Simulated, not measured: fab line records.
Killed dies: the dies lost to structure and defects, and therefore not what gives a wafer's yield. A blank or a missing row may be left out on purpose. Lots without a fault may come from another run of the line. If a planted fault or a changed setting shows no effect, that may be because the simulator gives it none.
Split-lot experiment || flow n5 finfet || on a route of 1938 steps: 7 lots, 39 wafers read

## THE SPLIT ITSELF
At N5_DUMMY_GATE_CVD_03 (deposits a-Si from SiH4, target thk 150 nm, time 8042 s), the setting target thk a was moved away from the recipe's 1500 angstrom on 18 of the 39 wafers read, by -10.9% to +14.3%. This setting was run at the recipe's value on the other wafers.

The split's own step is where the reading is taken.

## THE READING
a-Si_of_DUMMY_GATE_CVD_03.thk nm (the simulator's own value, which no gauge read), in nm, at N5_DUMMY_GATE_CVD_03 (deposits a-Si from SiH4, target thk 150 nm, time 8042 s). There is no usual value for it anywhere in the file. Here, 21 wafers ran the recipe; their average is 150.8 nm with a standard deviation of 1 nm.

{"wafer": "L077.2", "tool, chamber at the split": "lpcvd-01, 1/45", "target thk a as run, angstrom": 1500, "against the recipe": "recipe", "a-Si_of_DUMMY_GATE_CVD_03.thk nm, nm": 149.8, "against lot-mates on the recipe": "-"}
{"wafer": "L077.5", "tool, chamber at the split": "lpcvd-01, 1/59", "target thk a as run, angstrom": 1500, "against the recipe": "recipe", "a-Si_of_DUMMY_GATE_CVD_03.thk nm, nm": 148.4, "against lot-mates on the recipe": "-"}
{"wafer": "L077.6", "tool, chamber at the split": "lpcvd-01, 1/64", "target thk a as run, angstrom": 1500, "against the recipe": "recipe", "a-Si_of_DUMMY_GATE_CVD_03.thk nm, nm": 149.4, "against lot-mates on the recipe": "-"}
{"wafer": "L081.1", "tool, chamber at the split": "-, -", "target thk a as run, angstrom": 1500, "against the recipe": "recipe", "a-Si_of_DUMMY_GATE_CVD_03.thk nm, nm": 150.8, "against lot-mates on the recipe": "-"}
{"wafer": "L081.2", "tool, chamber at the split": "-, -", "target thk a as run, angstrom": 1500, "against the recipe": "recipe", "a-Si_of_DUMMY_GATE_CVD_03.thk nm, nm": 151.6, "against lot-mates on the recipe": "-"}
{"wafer": "L081.3", "tool, chamber at the split": "-, -", "target thk a as run, angstrom": 1500, "against the recipe": "recipe", "a-Si_of_DUMMY_GATE_CVD_03.thk nm, nm": 151.4, "against lot-mates on the recipe": "-"}
{"wafer": "L081.4", "tool, chamber at the split": "-, -", "target thk a as run, angstrom": 1500, "against the recipe": "recipe", "a-Si_of_DUMMY_GATE_CVD_03.thk nm, nm": 152.2, "against lot-mates on the recipe": "-"}
{"wafer": "L081.5", "tool, chamber at the split": "-, -", "target thk a as run, angstrom": 1500, "against the recipe": "recipe", "a-Si_of_DUMMY_GATE_CVD_03.thk nm, nm": 152, "against lot-mates on the recipe": "-"}
{"wafer": "L081.6", "tool, chamber at the split": "-, -", "target thk a as run, angstrom": 1500, "against the recipe": "recipe", "a-Si_of_DUMMY_GATE_CVD_03.thk nm, nm": 151.8, "against lot-mates on the recipe": "-"}
{"wafer": "L082.1", "tool, chamber at the split": "-, -", "target thk a as run, angstrom": 1500, "against the recipe": "recipe", "a-Si_of_DUMMY_GATE_CVD_03.thk nm, nm": 151, "against lot-mates on the recipe": "-"}
{"wafer": "L082.2", "tool, chamber at the split": "-, -", "target thk a as run, angstrom": 1500, "against the recipe": "recipe", "a-Si_of_DUMMY_GATE_CVD_03.thk nm, nm": 150.4, "against lot-mates on the recipe": "-"}
{"wafer": "L082.3", "tool, chamber at the split": "-, -", "target thk a as run, angstrom": 1500, "against the recipe": "recipe", "a-Si_of_DUMMY_GATE_CVD_03.thk nm, nm": 151.2, "against lot-mates on the recipe": "-"}
{"wafer": "L082.4", "tool, chamber at the split": "-, -", "target thk a as run, angstrom": 1500, "against the recipe": "recipe", "a-Si_of_DUMMY_GATE_CVD_03.thk nm, nm": 151.6, "against lot-mates on the recipe": "-"}
{"wafer": "L082.5", "tool, chamber at the split": "-, -", "target thk a as run, angstrom": 1500, "against the recipe": "recipe", "a-Si_of_DUMMY_GATE_CVD_03.thk nm, nm": 149.8, "against lot-mates on the recipe": "-"}
{"wafer": "L082.6", "tool, chamber at the split": "-, -", "target thk a as run, angstrom": 1500, "against the recipe": "recipe", "a-Si_of_DUMMY_GATE_CVD_03.thk nm, nm": 150, "against lot-mates on the recipe": "-"}
{"wafer": "L085.1", "tool, chamber at the split": "-, -", "target thk a as run, angstrom": 1336, "against the recipe": "-10.9%", "a-Si_of_DUMMY_GATE_CVD_03.thk nm, nm": 132.8, "against lot-mates on the recipe": "no lot-mate on the recipe"}
{"wafer": "L085.5", "tool, chamber at the split": "-, -", "target thk a as run, angstrom": 1336, "against the recipe": "-10.9%", "a-Si_of_DUMMY_GATE_CVD_03.thk nm, nm": 132.8, "against lot-mates on the recipe": "no lot-mate on the recipe"}
{"wafer": "L085.2", "tool, chamber at the split": "-, -", "target thk a as run, angstrom": 1336, "against the recipe": "-10.9%", "a-Si_of_DUMMY_GATE_CVD_03.thk nm, nm": 131.8, "against lot-mates on the recipe": "no lot-mate on the recipe"}
{"wafer": "L085.3", "tool, chamber at the split": "-, -", "target thk a as run, angstrom": 1336, "against the recipe": "-10.9%", "a-Si_of_DUMMY_GATE_CVD_03.thk nm, nm": 132.6, "against lot-mates on the recipe": "no lot-mate on the recipe"}
{"wafer": "L085.4", "tool, chamber at the split": "-, -", "target thk a as run, angstrom": 1336, "against the recipe": "-10.9%", "a-Si_of_DUMMY_GATE_CVD_03.thk nm, nm": 132, "against lot-mates on the recipe": "no lot-mate on the recipe"}
{"wafer": "L085.6", "tool, chamber at the split": "-, -", "target thk a as run, angstrom": 1336, "against the recipe": "-10.9%", "a-Si_of_DUMMY_GATE_CVD_03.thk nm, nm": 131.4, "against lot-mates on the recipe": "no lot-mate on the recipe"}
{"wafer": "L088.1", "tool, chamber at the split": "-, -", "target thk a as run, angstrom": 1714, "against the recipe": "+14.3%", "a-Si_of_DUMMY_GATE_CVD_03.thk nm, nm": 173, "against lot-mates on the recipe": "no lot-mate on the recipe"}
{"wafer": "L088.3", "tool, chamber at the split": "-, -", "target thk a as run, angstrom": 1714, "against the recipe": "+14.3%", "a-Si_of_DUMMY_GATE_CVD_03.thk nm, nm": 173, "against lot-mates on the recipe": "no lot-mate on the recipe"}
{"wafer": "L088.2", "tool, chamber at the split": "-, -", "target thk a as run, angstrom": 1714, "against the recipe": "+14.3%", "a-Si_of_DUMMY_GATE_CVD_03.thk nm, nm": 172.6, "against lot-mates on the recipe": "no lot-mate on the recipe"}
{"wafer": "L088.4", "tool, chamber at the split": "-, -", "target thk a as run, angstrom": 1714, "against the recipe": "+14.3%", "a-Si_of_DUMMY_GATE_CVD_03.thk nm, nm": 172.2, "against lot-mates on the recipe": "no lot-mate on the recipe"}
{"wafer": "L088.5", "tool, chamber at the split": "-, -", "target thk a as run, angstrom": 1714, "against the recipe": "+14.3%", "a-Si_of_DUMMY_GATE_CVD_03.thk nm, nm": 172.8, "against lot-mates on the recipe": "no lot-mate on the recipe"}
{"wafer": "L088.6", "tool, chamber at the split": "-, -", "target thk a as run, angstrom": 1714, "against the recipe": "+14.3%", "a-Si_of_DUMMY_GATE_CVD_03.thk nm, nm": 173.2, "against lot-mates on the recipe": "no lot-mate on the recipe"}
{"wafer": "L095.1", "tool, chamber at the split": "-, -", "target thk a as run, angstrom": 1500, "against the recipe": "recipe", "a-Si_of_DUMMY_GATE_CVD_03.thk nm, nm": 150.4, "against lot-mates on the recipe": "-"}
{"wafer": "L095.2", "tool, chamber at the split": "-, -", "target thk a as run, angstrom": 1500, "against the recipe": "recipe", "a-Si_of_DUMMY_GATE_CVD_03.thk nm, nm": 151.4, "against lot-mates on the recipe": "-"}
{"wafer": "L095.3", "tool, chamber at the split": "-, -", "target thk a as run, angstrom": 1500, "against the recipe": "recipe", "a-Si_of_DUMMY_GATE_CVD_03.thk nm, nm": 152.4, "against lot-mates on the recipe": "-"}
{"wafer": "L095.4", "tool, chamber at the split": "-, -", "target thk a as run, angstrom": 1500, "against the recipe": "recipe", "a-Si_of_DUMMY_GATE_CVD_03.thk nm, nm": 149.8, "against lot-mates on the recipe": "-"}
{"wafer": "L095.5", "tool, chamber at the split": "-, -", "target thk a as run, angstrom": 1500, "against the recipe": "recipe", "a-Si_of_DUMMY_GATE_CVD_03.thk nm, nm": 151, "against lot-mates on the recipe": "-"}
{"wafer": "L095.6", "tool, chamber at the split": "-, -", "target thk a as run, angstrom": 1500, "against the recipe": "recipe", "a-Si_of_DUMMY_GATE_CVD_03.thk nm, nm": 150.8, "against lot-mates on the recipe": "-"}
{"wafer": "L096.1", "tool, chamber at the split": "-, -", "target thk a as run, angstrom": 1587, "against the recipe": "+5.8%", "a-Si_of_DUMMY_GATE_CVD_03.thk nm, nm": 157.8, "against lot-mates on the recipe": "no lot-mate on the recipe"}
{"wafer": "L096.2", "tool, chamber at the split": "-, -", "target thk a as run, angstrom": 1587, "against the recipe": "+5.8%", "a-Si_of_DUMMY_GATE_CVD_03.thk nm, nm": 158.6, "against lot-mates on the recipe": "no lot-mate on the recipe"}
{"wafer": "L096.5", "tool, chamber at the split": "-, -", "target thk a as run, angstrom": 1587, "against the recipe": "+5.8%", "a-Si_of_DUMMY_GATE_CVD_03.thk nm, nm": 158.6, "against lot-mates on the recipe": "no lot-mate on the recipe"}
{"wafer": "L096.6", "tool, chamber at the split": "-, -", "target thk a as run, angstrom": 1587, "against the recipe": "+5.8%", "a-Si_of_DUMMY_GATE_CVD_03.thk nm, nm": 158.6, "against lot-mates on the recipe": "no lot-mate on the recipe"}
{"wafer": "L096.3", "tool, chamber at the split": "-, -", "target thk a as run, angstrom": 1587, "against the recipe": "+5.8%", "a-Si_of_DUMMY_GATE_CVD_03.thk nm, nm": 158, "against lot-mates on the recipe": "no lot-mate on the recipe"}
{"wafer": "L096.4", "tool, chamber at the split": "-, -", "target thk a as run, angstrom": 1587, "against the recipe": "+5.8%", "a-Si_of_DUMMY_GATE_CVD_03.thk nm, nm": 158, "against lot-mates on the recipe": "no lot-mate on the recipe"}

FIT RESULTS
A straight line over all 39 wafers: a-Si_of_DUMMY_GATE_CVD_03.thk nm changes by +1.58 nm for each +1% of target thk a; r = +1.00; the points scatter about the line by 1.1 nm.
Too few moved wafers have a lot-mate on the recipe to fit a line with each lot's own level taken away.

## THE FILE'S OWN FIT
a-Si_of_DUMMY_GATE_CVD_03.thk nm changes by +1.58 nm for each +1% of target thk a, r = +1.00.
